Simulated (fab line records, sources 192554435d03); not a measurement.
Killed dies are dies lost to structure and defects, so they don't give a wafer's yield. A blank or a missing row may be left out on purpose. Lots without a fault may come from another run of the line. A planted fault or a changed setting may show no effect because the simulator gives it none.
fab line records | flow n5_finfet
record lots=4 wafers=12 last_day=18
route steps=1938 shown BEOL_M3@962 BEOL_M4@1111 PASSIVATION@1936
lots that met no fault: from a run of the same line without faults
start_h: hours from the record's first day to the start of the lot's first wafer shown | wait_h: hours since the lot's step before | " the same as in the row above | L1.1+2: a row that stands for several wafers | - no value, or no start given | * or withheld: withheld | < > ~ a bound
route shown NAME@n: a module of which the file shows steps, and the number in the route of the first | usual: mean/standard deviation of fault-free wafers | same: alike in all rows | chamber/n: place in a boat | sites: the reading at each site | _std_site: their standard deviation | _edge_site: outer sites' mean less inner sites' | radius_mm: how far each site lies from the wafer's centre | mask NAME#n: copy n | behind: the tool/chamber that last shaped the wafer | hold: why the lot was held/for how many hours/how that ended | device: the transistor (n, p or np) that didn't switch | end of line: the same wafers' tests at the end of the route | a step without rows: its recipe alone | killed: dies lost to structure and defects at the first sort, not the wafer's yield | map: a wafer's dies, x killed, . not, _ none there
set.NAME: the setting as run; set.NAME@STEP: as run at that earlier step | model.NAME: the simulator's own value behind a step, which no gauge read
lots at some steps of the route; a table a step, a row a wafer
services: from which hour (start_h, from the record's first day; less than 0 if before it) a tool's chamber was out of use, for how many hours, and why
## steps
# step N5_BEOL_M3_SOFTBAKE_23
# recipe temp_c=110 time_s=60 resist=CAR-EUV
# step N5_BEOL_M3_EXPOSE_25
# recipe mask_id=V2 na=0.33 source_shape=quasar sigma_inner=0.2 sigma_outer=0.8 polarization=unpolarized defocus_nm=5 dose_mj=63
# step N5_BEOL_M3_PEB_26
# recipe peb_temp_c=100 peb_time_s=60 resist=CAR-EUV
# step N5_BEOL_M3_DEVELOP_27
# recipe develop_time_s=30 developer=TMAH resist=CAR-EUV rinse_liquid=surfactant_rinse dry=air_spin dev_temp_c=23
# step N5_BEOL_M3_DESCUM_33
# recipe chemistry=O2 time_s=7 source_power_w=50 bias_power_w=20 pressure_mtorr=20 rf_frequency_hz=2.712e+07 temp_c=40 resist=CAR-EUV o2_flow_sccm=225
# step N5_BEOL_M3_ETCH_77
# recipe chemistry=N2/H2 target=underlayer target_depth_a=65 mask_material=CAR-EUV time_s=5.2 ion_energy_ev=200 pressure_mtorr=30 source_w=840 bias_w=150 n2_flow_sccm=200 h2_flow_sccm=200 ends=cleared
# step N5_BEOL_M3_ETCH_69
# recipe chemistry=CF4 target=SiARC target_depth_a=156 mask_material=CAR-EUV time_s=26 ion_energy_ev=80 pressure_mtorr=40 source_w=545 bias_w=36 Ar_flow_sccm=100 cf4_flow_sccm=100 ends=cleared
# step N5_BEOL_M3_ALD_98
# recipe material=SiO2 target_thk_a=25 temp_c=100 ald_precursor_family=BDEAS ald_co_reactant=O2-plasma pulse_time_s=1 co_reactant_pulse_time_s=1 purge_time_s=2 co_reactant_purge_time_s=2 ald_cycles=17 pressure_torr=2
# step N5_BEOL_M3_ETCHBACK_99
# recipe chemistry=CHF3 target=SiO2 target_depth_a=50 time_s=10.4 source_w=215 bias_w=47 Ar_flow_sccm=200 CHF3_flow_sccm=12 ion_energy_ev=100 pressure_mtorr=30
# step N5_BEOL_M3_ETCH_70
# recipe chemistry=N2/H2 target=SOC target_depth_a=800 overetch_a=160 mask_material=SiARC temp_c=40 time_s=120 ion_energy_ev=200 pressure_mtorr=30 source_w=840 bias_w=150 n2_flow_sccm=200 h2_flow_sccm=200
# usual bias_w=150.0/0.43 chamber_pressure_mTorr=30.003/0.028 drypump_motor_current_A=5.6/0.43 n2_flow_sccm=200.1/0.66 oes_product_au=0.62/0.069 rf_fwd_power_W=835.4/2.9 rf_vpp_V=522.8/2.7 showerhead_plenum_p_Torr=2.51/0.091 throttle_valve_pct=17.66/0.23
# columns lot.wafer tool chamber start_h wait_h bias_w chamber_pressure_mTorr drypump_motor_current_A n2_flow_sccm oes_product_au rf_fwd_power_W rf_hours_counter_h rf_vpp_V showerhead_plenum_p_Torr throttle_valve_pct model.SiARC_of_BEOL_M3_COAT_68.thk_nm model.underlayer_of_BEOL_M3_COAT_76.thk_nm
L615.2 rie_diel-04 3 222.30 0.0 - - - - - - - - - - 12 5
L615.5 " 3 " " - - - - - - - - - - 12 5
L615.6 " 2 " " - - - - - - - - - - 12 5
L616.1 rie_diel-01 2 225.92 0.0 - - - - - - - - - - 12 5
L616.3 " 0 " " - - - - - - - - - - 12 5
L616.6 " 3 " " - - - - - - - - - - 12 5
L626.1 rie_diel-03 3 287.97 0.0 150.3 30.037 5.7 200.3 0.74 834.4 2 521.1 2.51 17.74 6.4 0
L626.2 " 1 " " 150.5 30.005 6.4 200.1 0.68 835.5 22 525.6 2.59 17.91 6 0
L626.5 " 0 " " 149.4 30.002 6.1 199.5 0.72 834.6 - 521.9 2.48 17.23 6.2 0
L627.1 rie_diel-01 3 294.44 0.0 150.6 30.028 5.6 200.4 0.56 833.9 190 524.8 2.64 17.77 6.4 0
L627.4 " 2 " " 150.4 29.959 5.2 200.0 0.58 831.6 171 519.2 2.43 17.77 6.4 0
L627.6 " 3 " " 150.4 29.984 5.6 200.2 0.56 838.3 - 526.3 2.64 17.79 6.4 0
# step N5_BEOL_M3_STRIP_71
# recipe chemistry=N2/H2 temp_c=40 n2_flow_sccm=200 h2_flow_sccm=200 rf_frequency_hz=6e+07
# step N5_BEOL_M3_STRIP_78
# recipe chemistry=N2/H2 temp_c=40 n2_flow_sccm=200 h2_flow_sccm=200 rf_frequency_hz=6e+07
# step N5_BEOL_M3_VIA_ETCH_34
# recipe chemistry=C4F6/O2 target_depth_a=694 mask_material=SOC pressure_mtorr=15 ion_energy_ev=250 taper_deg=4 time_s=65.9 source_w=350 bias_w=170 Ar_flow_sccm=300 C4F6_flow_sccm=10 O2_flow_sccm=10
# usual C4F6_flow_sccm=9.995/0.026 O2_flow_sccm=10.00/0.03 drypump_motor_current_A=5.6/0.43 oes_ar_750_au=0.81/0.09 oes_product_au=0.80/0.095 rf_fwd_power_W=347.0/1.6 rf_vpp_V=663/13 showerhead_plenum_p_Torr=2.80/0.098 throttle_valve_pct=30.57/0.2
# columns lot.wafer tool chamber start_h wait_h C4F6_flow_sccm O2_flow_sccm drypump_motor_current_A oes_ar_750_au oes_product_au rf_fwd_power_W rf_hours_counter_h rf_vpp_V showerhead_plenum_p_Torr throttle_valve_pct
L615.2 rie_diel-04 3 222.40 0.0 9.983 9.97 5.2 0.71 0.26 344.2 215 653 2.71 30.45
L615.5 " 3 " " 9.976 9.95 5.2 0.71 0.26 343.6 - 653 2.71 30.45
L615.6 " 2 " " 9.959 9.98 6.2 0.85 0.32 347.0 - 669 2.91 30.41
L616.1 rie_diel-01 2 226.02 0.0 10.031 9.98 5.2 0.77 0.29 345.6 146 670 2.74 30.42
L616.3 " 0 " " 9.965 10.02 4.9 0.92 0.34 348.3 20 656 2.81 30.36
L616.6 " 3 " " 10.010 9.98 5.6 0.74 0.28 348.3 - 679 2.96 30.54
L626.1 rie_diel-03 3 288.07 0.0 9.978 9.97 5.7 0.96 0.98 347.7 2 644 2.80 30.85
L626.2 " 1 " " 10.039 10.04 6.3 0.90 0.90 346.9 22 674 2.90 31.06
L626.5 " 0 " " 9.962 10.00 6.1 0.94 0.98 349.8 - 655 2.77 30.17
L627.1 rie_diel-01 3 294.54 0.0 9.965 10.00 5.6 0.73 0.73 345.3 190 679 2.95 30.65
L627.4 " 2 " " 10.011 10.01 5.2 0.75 0.75 344.7 171 669 2.73 30.54
L627.6 " 3 " " 10.011 10.03 5.6 0.72 0.72 346.7 - 679 2.95 30.67
# step N5_BEOL_M3_STRIP_83
# recipe chemistry=C4F6/O2 resist=SiARC rf_frequency_hz=6e+07
# step N5_BEOL_M4_RC_MEAS_101
# usual DIBL_N=36.5/1.4 DIBL_P=36.6/1.9 IOFF_N=0.167/0.029 IOFF_P=0.21/0.033 ION_N=674/12 ION_P=460/8.9 SS_N=71.6/0.57 SS_P=73.4/0.61 VT_N=249/3.3 VT_P=-250/3.3
# columns lot.wafer tool chamber start_h wait_h DIBL_N[mV/V] DIBL_P[mV/V] IOFF_N[nA/um] IOFF_P[nA/um] ION_N[uA/um] ION_P[uA/um] SS_N[mV/dec] SS_P[mV/dec] VT_N[mV] VT_P[mV]
L626.1 prober-01 0 303.83 0.0 37.6 37.8 0.151 0.24 656 458 71.9 73.3 253 -248
L626.2 " 0 " " 35.9 35.2 0.134 0.19 668 460 71.3 72.1 253 -251
L626.5 " 0 " " 36.9 36.0 0.139 0.22 656 456 71.8 73.1 251 -251
L627.1 prober-01 0 308.55 0.0 40.7 41.6 0.277 0.33 690 470 73.3 75.1 240 -244
L627.4 " 0 " " 35.2 34.5 0.134 0.19 649 447 72.0 72.4 253 -250
L627.6 " 0 " " 35.7 35.9 0.154 0.22 669 458 71.7 72.8 249 -250
# step N5_PASSIVATION_PROBE_49
# usual defect_limited_yield=91.2/1.6 killed_at_M0_to_M3=34/11 killed_at_M4_up=14/5.7 killed_at_contacts=14/6.6 killed_at_front_end=37/10 killed_at_other=4/3.2 killed_dies=104/19 killed_on_rim=14/4.1 killed_open=69/13 killed_short=33/8.7 sort_bin_4_leakage=0.00/0.014 sort_bin_5_function=5.1/1 sort_bin_6_memory=3.3/0.76 sort_bin_8_speed=0.00/0.016 sort_n_pass=1076/19 sort_yield_pct=91.2/1.6
# same gross_dies=1180 killed_at_back_side=0
# columns lot.wafer tool chamber start_h wait_h defect_limited_yield[%] killed_at_M0_to_M3 killed_at_M4_up killed_at_contacts killed_at_front_end killed_at_other killed_dies killed_on_rim killed_open killed_short sort_bin_4_leakage[%] sort_bin_5_function[%] sort_bin_6_memory[%] sort_bin_8_speed[%] sort_n_pass sort_yield_pct[%]
L615.2 prober-01 - 331.53 0.1 0 1094 13 28 41 4 1180 152 87 43 0 95.6 4.1 0 0 0
L615.5 prober-01 - 331.68 0.2 0 1102 12 21 35 10 1180 152 79 36 0 96.2 3.4 0 0 0
L615.6 prober-01 - 331.73 0.3 0 1109 18 10 34 9 1180 152 78 34 0 96.0 3.1 0 0 0
L616.1 prober-02 - 343.82 0.0 0 1104 11 16 45 4 1180 152 69 31 0 96.6 2.7 0 0 0
L616.3 prober-02 - 343.92 0.1 0 1105 7 27 41 0 1180 152 61 31 0 96.3 3.1 0 0 0
L616.6 prober-02 - 344.07 0.3 0 1121 12 9 30 8 1180 152 50 30 0 97.1 2.7 0 0 0
L626.1 prober-02 - 404.19 0.4 87.9 46 9 19 64 5 143 16 107 36 0 6.6 4.8 0 1037 87.9
L626.2 prober-02 - 404.24 0.4 90.1 36 8 7 64 2 117 14 74 43 0 5.8 3.8 0 1063 90.1
L626.5 prober-02 - 404.39 0.6 89.9 40 12 12 53 2 119 15 74 45 0 6.1 3.7 0 1061 89.9
# killed by level:class
L615.2 BEOL_M3:area_etch=1048 MOL_CONTACT_COAG:geometric_particle:open=24 BEOL_M0_SAQP:geometric_particle:short=13 FIN_SAQP:geometric_particle:short=11 BEOL_M0_SAQP:geometric_particle:open=11 STI_FIN_REVEAL:geometric_particle:open=10 BEOL_M2:geometric_particle:open=9 BEOL_M4:geometric_particle:open=7
L615.5 BEOL_M3:area_etch=1065 MOL_CONTACT_COAG:geometric_particle:open=20 FIN_SAQP:geometric_particle:open=11 BEOL_M2:geometric_particle:open=10 FIN_SAQP:geometric_particle:short=8 BEOL_M3:geometric_particle:open=8 STI_FIN_REVEAL:geometric_particle:open=7 BEOL_M0_SAQP:geometric_particle:short=6
L615.6 BEOL_M3:area_etch=1063 BEOL_M0_SAQP:geometric_particle:open=15 BEOL_M3:geometric_particle:open=11 MOL_CONTACT_COAG:geometric_particle:open=9 BEOL_M0_SAQP:geometric_particle:short=8 STI_FIN_REVEAL:geometric_particle:open=7 BEOL_M1:geometric_particle:open=7 BEOL_M4:geometric_particle:open=7
L616.1 BEOL_M3:area_etch=1076 FIN_SAQP:geometric_particle:open=16 MOL_CONTACT_COAG:geometric_particle:open=13 BEOL_M2:geometric_particle:open=9 FIN_SAQP:geometric_particle:short=6 ILD0:geometric_particle:short=5 BEOL_M0_SAQP:geometric_particle:open=5 GATE_CUT:geometric_particle:short=4
L616.3 BEOL_M3:area_etch=1087 MOL_CONTACT_COAG:geometric_particle:open=20 GATE_CUT:geometric_particle:short=8 FIN_SAQP:geometric_particle:open=7 DUMMY_GATE:geometric_particle:open=7 MOL_CONTACT_COAG:geometric_particle:short=7 FIN_SAQP:geometric_particle:short=6 BEOL_M0_SAQP:geometric_particle:open=5
L616.6 BEOL_M3:area_etch=1095 FIN_SAQP:geometric_particle:open=12 MOL_CONTACT_COAG:geometric_particle:open=8 BEOL_M0_SAQP:geometric_particle:open=7 BEOL_M1:geometric_particle:open=5 BEOL_M2:geometric_particle:open=5 FIN_SAQP:geometric_particle:short=4 GATE_CUT:geometric_particle:short=4
L626.1 STI_FIN_REVEAL:geometric_particle:open=30 MOL_CONTACT_COAG:geometric_particle:open=15 BEOL_M1:geometric_particle:open=12 BEOL_M3:geometric_particle:open=11 FIN_SAQP:geometric_particle:open=10 FIN_SAQP:geometric_particle:short=10 BEOL_M2:geometric_particle:open=8 MOL_CONTACT_COAG:geometric_particle:short=4
L626.2 STI_FIN_REVEAL:geometric_particle:open=22 FIN_SAQP:geometric_particle:short=13 BEOL_M2:geometric_particle:open=8 BEOL_M1:geometric_particle:open=7 FIN_SAQP:geometric_particle:open=6 STI_FIN_REVEAL:geometric_particle:short=6 BEOL_M0_SAQP:geometric_particle:short=6 MOL_CONTACT_COAG:geometric_particle:open=5
L626.5 STI_FIN_REVEAL:geometric_particle:open=14 BEOL_M3:geometric_particle:open=10 FIN_SAQP:geometric_particle:open=9 BEOL_M1:geometric_particle:open=8 MOL_CONTACT_COAG:geometric_particle:open=8 BEOL_M0_SAQP:geometric_particle:open=8 FIN_SAQP:geometric_particle:short=7 STI_FIN_REVEAL:geometric_particle:short=5
# map L615.2 (x killed, . not)
_________________xxxxxxxxxxxx________________
______________xxxxxxxxxxxxxxxxxx_____________
___________xxxxxxxxxxxxxxxxxxxxxxxx__________
__________xxxxxxxxxxxxxxxxxxxxxxxxxx_________
________xxxxxxxxxxxxxxxxxxxxxxxxxxxxxx_______
_______xxxxxxxxxxxxxxxxxxxxxxxxxxxxxxxx______
______xxxxxxxxxxxxxxxxxxxxxxxxxxxxxxxxxx_____
_____xxxxxxxxxxxxxxxxxxxxxxxxxxxxxxxxxxxx____
____xxxxxxxxxxxxxxxxxxxxxxxxxxxxxxxxxxxxxx___
___xxxxxxxxxxxxxxxxxxxxxxxxxxxxxxxxxxxxxxxx__
___xxxxxxxxxxxxxxxxxxxxxxxxxxxxxxxxxxxxxxxx__
__xxxxxxxxxxxxxxxxxxxxxxxxxxxxxxxxxxxxxxxxxx_
__xxxxxxxxxxxxxxxxxxxxxxxxxxxxxxxxxxxxxxxxxx_
_xxxxxxxxxxxxxxxxxxxxxxxxxxxxxxxxxxxxxxxxxxxx
_xxxxxxxxxxxxxxxxxxxxxxxxxxxxxxxxxxxxxxxxxxxx
_xxxxxxxxxxxxxxxxxxxxxxxxxxxxxxxxxxxxxxxxxxxx
_xxxxxxxxxxxxxxxxxxxxxxxxxxxxxxxxxxxxxxxxxxxx
_xxxxxxxxxxxxxxxxxxxxxxxxxxxxxxxxxxxxxxxxxxxx
_xxxxxxxxxxxxxxxxxxxxxxxxxxxxxxxxxxxxxxxxxxxx
_xxxxxxxxxxxxxxxxxxxxxxxxxxxxxxxxxxxxxxxxxxxx
_xxxxxxxxxxxxxxxxxxxxxxxxxxxxxxxxxxxxxxxxxxxx
__xxxxxxxxxxxxxxxxxxxxxxxxxxxxxxxxxxxxxxxxxx_
__xxxxxxxxxxxxxxxxxxxxxxxxxxxxxxxxxxxxxxxxxx_
___xxxxxxxxxxxxxxxxxxxxxxxxxxxxxxxxxxxxxxxx__
___xxxxxxxxxxxxxxxxxxxxxxxxxxxxxxxxxxxxxxxx__
____xxxxxxxxxxxxxxxxxxxxxxxxxxxxxxxxxxxxxx___
_____xxxxxxxxxxxxxxxxxxxxxxxxxxxxxxxxxxxx____
______xxxxxxxxxxxxxxxxxxxxxxxxxxxxxxxxxx_____
_______xxxxxxxxxxxxxxxxxxxxxxxxxxxxxxxx______
________xxxxxxxxxxxxxxxxxxxxxxxxxxxxxx_______
__________xxxxxxxxxxxxxxxxxxxxxxxxxx_________
___________xxxxxxxxxxxxxxxxxxxxxxxx__________
______________xxxxxxxxxxxxxxxxxx_____________
_________________xxxxxxxxxxxx________________
# map L616.1 (x killed, . not)
_________________xxxxxxxxxxxx________________
______________xxxxxxxxxxxxxxxxxx_____________
___________xxxxxxxxxxxxxxxxxxxxxxxx__________
__________xxxxxxxxxxxxxxxxxxxxxxxxxx_________
________xxxxxxxxxxxxxxxxxxxxxxxxxxxxxx_______
_______xxxxxxxxxxxxxxxxxxxxxxxxxxxxxxxx______
______xxxxxxxxxxxxxxxxxxxxxxxxxxxxxxxxxx_____
_____xxxxxxxxxxxxxxxxxxxxxxxxxxxxxxxxxxxx____
____xxxxxxxxxxxxxxxxxxxxxxxxxxxxxxxxxxxxxx___
___xxxxxxxxxxxxxxxxxxxxxxxxxxxxxxxxxxxxxxxx__
___xxxxxxxxxxxxxxxxxxxxxxxxxxxxxxxxxxxxxxxx__
__xxxxxxxxxxxxxxxxxxxxxxxxxxxxxxxxxxxxxxxxxx_
__xxxxxxxxxxxxxxxxxxxxxxxxxxxxxxxxxxxxxxxxxx_
_xxxxxxxxxxxxxxxxxxxxxxxxxxxxxxxxxxxxxxxxxxxx
_xxxxxxxxxxxxxxxxxxxxxxxxxxxxxxxxxxxxxxxxxxxx
_xxxxxxxxxxxxxxxxxxxxxxxxxxxxxxxxxxxxxxxxxxxx
_xxxxxxxxxxxxxxxxxxxxxxxxxxxxxxxxxxxxxxxxxxxx
_xxxxxxxxxxxxxxxxxxxxxxxxxxxxxxxxxxxxxxxxxxxx
_xxxxxxxxxxxxxxxxxxxxxxxxxxxxxxxxxxxxxxxxxxxx
_xxxxxxxxxxxxxxxxxxxxxxxxxxxxxxxxxxxxxxxxxxxx
_xxxxxxxxxxxxxxxxxxxxxxxxxxxxxxxxxxxxxxxxxxxx
__xxxxxxxxxxxxxxxxxxxxxxxxxxxxxxxxxxxxxxxxxx_
__xxxxxxxxxxxxxxxxxxxxxxxxxxxxxxxxxxxxxxxxxx_
___xxxxxxxxxxxxxxxxxxxxxxxxxxxxxxxxxxxxxxxx__
___xxxxxxxxxxxxxxxxxxxxxxxxxxxxxxxxxxxxxxxx__
____xxxxxxxxxxxxxxxxxxxxxxxxxxxxxxxxxxxxxx___
_____xxxxxxxxxxxxxxxxxxxxxxxxxxxxxxxxxxxx____
______xxxxxxxxxxxxxxxxxxxxxxxxxxxxxxxxxx_____
_______xxxxxxxxxxxxxxxxxxxxxxxxxxxxxxxx______
________xxxxxxxxxxxxxxxxxxxxxxxxxxxxxx_______
__________xxxxxxxxxxxxxxxxxxxxxxxxxx_________
___________xxxxxxxxxxxxxxxxxxxxxxxx__________
______________xxxxxxxxxxxxxxxxxx_____________
_________________xxxxxxxxxxxx________________
## services
# columns tool chamber start_h hours kind
rie_diel-04 3 198.65 1.7 repair
rie_diel-03 1 213.86 - clean
rie_diel-03 1 213.86 - consumable_replace:focus_ring
rie_diel-03 1 213.86 20.2 scheduled_down
rie_diel-03 1 213.86 20.2 vent_cycle
rie_diel-01 1 218.33 2.2 repair
rie_diel-03 0 234.11 - clean
rie_diel-03 0 234.11 - consumable_replace:focus_ring
rie_diel-03 0 234.11 26.9 scheduled_down
rie_diel-03 0 234.11 26.9 vent_cycle
rie_diel-04 0 235.68 - clean
rie_diel-04 0 235.68 - consumable_replace:focus_ring
rie_diel-04 0 235.68 26.3 scheduled_down
rie_diel-04 0 235.68 26.3 vent_cycle
rie_diel-04 - 237.68 2.8 pm
rie_diel-01 0 254.85 1.3 repair
rie_diel-03 3 261.00 - clean
rie_diel-03 3 261.00 - consumable_replace:focus_ring
rie_diel-03 3 261.00 17.3 scheduled_down
rie_diel-03 3 261.00 17.3 vent_cycle
rie_diel-01 0 269.55 3.6 repair
rie_diel-04 - 288.48 2.1 repair
## key
first_sign step=N5_BEOL_M3_ETCH_70 reading=tool_record direction=missing
effect step=N5_BEOL_M3_VIA_ETCH_34 reading=oes_product_au direction=down sigmas=5.4 usual=0.80 struck=0.29
effect step=N5_PASSIVATION_PROBE_49 reading=killed_at_M0_to_M3 direction=up sigmas=99 usual=34 struck=1106
model_effect step=N5_BEOL_M3_ETCH_70 value=SiARC_of_BEOL_M3_COAT_68.thk_nm without=6.367 struck=12
more_kills_born_at N5_BEOL_M3_ETCH_70@rie_diel-01=3258 N5_BEOL_M3_ETCH_70@rie_diel-04=3176
met_at N5_BEOL_M3_ETCH_70
struck_wafers L615.2,L615.5,L615.6,L616.1,L616.3,L616.6
later_rows_left_out L615.2,L615.5,L615.6,L616.1,L616.3,L616.6
fault kind=skipped_step_whole tool=rie_diel-01,rie_diel-04 chamber=- onset_h=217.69 steps=N5_BEOL_M3_ETCH_70 scope=struck_lots_only
# later_rows_left_out: the simulator's readings of these wafers behind a module that went badly wrong aren't trusted and aren't shown, but for the sort
